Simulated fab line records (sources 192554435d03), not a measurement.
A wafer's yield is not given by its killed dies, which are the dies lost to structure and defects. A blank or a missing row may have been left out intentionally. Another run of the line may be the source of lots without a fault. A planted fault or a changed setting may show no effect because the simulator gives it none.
Matching of chambers || flow n5Finfet || N5_PASSIVATION_VIA_ETCH_13 on rieDiel-05: 4 sister chambers
The step etches SiO2 in CHF3/O2, target depth 660 nm, time 330 s. 7 wafers are shown with their chamber, then 7 later ones without.

## WAFERS, EACH WITH ITS CHAMBER
{"wafer": "L260.1", "chamber": 1, "rfVppV (V)": 529, "showerheadPlenumPTorr (Torr)": 2.41}
{"wafer": "L263.3", "chamber": 0, "rfVppV (V)": 536, "showerheadPlenumPTorr (Torr)": 2.46}
{"wafer": "L268.1", "chamber": 3, "rfVppV (V)": 526, "showerheadPlenumPTorr (Torr)": 2.31}
{"wafer": "L268.2", "chamber": 2, "rfVppV (V)": 499, "showerheadPlenumPTorr (Torr)": 2.28}
{"wafer": "L268.5", "chamber": 3, "rfVppV (V)": 526, "showerheadPlenumPTorr (Torr)": 2.31}
{"wafer": "L271.1", "chamber": 2, "rfVppV (V)": 499, "showerheadPlenumPTorr (Torr)": 2.27}
{"wafer": "L271.5", "chamber": 0, "rfVppV (V)": 537, "showerheadPlenumPTorr (Torr)": 2.46}

## WAFERS WHOSE CHAMBER IS MISSING
{"wafer": "L271.6", "rfVppV (V)": 527, "showerheadPlenumPTorr (Torr)": 2.41}
{"wafer": "L276.1", "rfVppV (V)": 526, "showerheadPlenumPTorr (Torr)": 2.30}
{"wafer": "L276.3", "rfVppV (V)": 528, "showerheadPlenumPTorr (Torr)": 2.40}
{"wafer": "L276.6", "rfVppV (V)": 529, "showerheadPlenumPTorr (Torr)": 2.40}
{"wafer": "L277.1", "rfVppV (V)": 536, "showerheadPlenumPTorr (Torr)": 2.45}
{"wafer": "L277.3", "rfVppV (V)": 499, "showerheadPlenumPTorr (Torr)": 2.26}
{"wafer": "L277.4", "rfVppV (V)": 536, "showerheadPlenumPTorr (Torr)": 2.45}

## WHICH CHAMBER EACH ONE RAN IN
{"wafer": "L271.6", "from the rows above": 1, "in truth": 1}
{"wafer": "L276.1", "from the rows above": 3, "in truth": 3}
{"wafer": "L276.3", "from the rows above": 1, "in truth": 1}
{"wafer": "L276.6", "from the rows above": 1, "in truth": 1}
{"wafer": "L277.1", "from the rows above": 0, "in truth": 0}
{"wafer": "L277.3", "from the rows above": 2, "in truth": 2}
{"wafer": "L277.4", "from the rows above": 0, "in truth": 0}
Correctly placed: 7 of 7. Number that these rows cannot place: 0. Placed wrongly: 0.
How it was worked out, from the rows above alone: a wafer's distance from a chamber is the root of the sum, over the readings, of the square of ((its reading less the chamber's mean) divided by the reading's scatter). The wafer belongs to the nearest chamber; if the next one is less than 2 further off, it can't be placed. Each chamber's mean is taken over the wafers shown for it. The scatter: take each reading less its chamber's mean, square it, sum over the shown wafers, divide by the number of wafers less the number of chambers, and take the root.
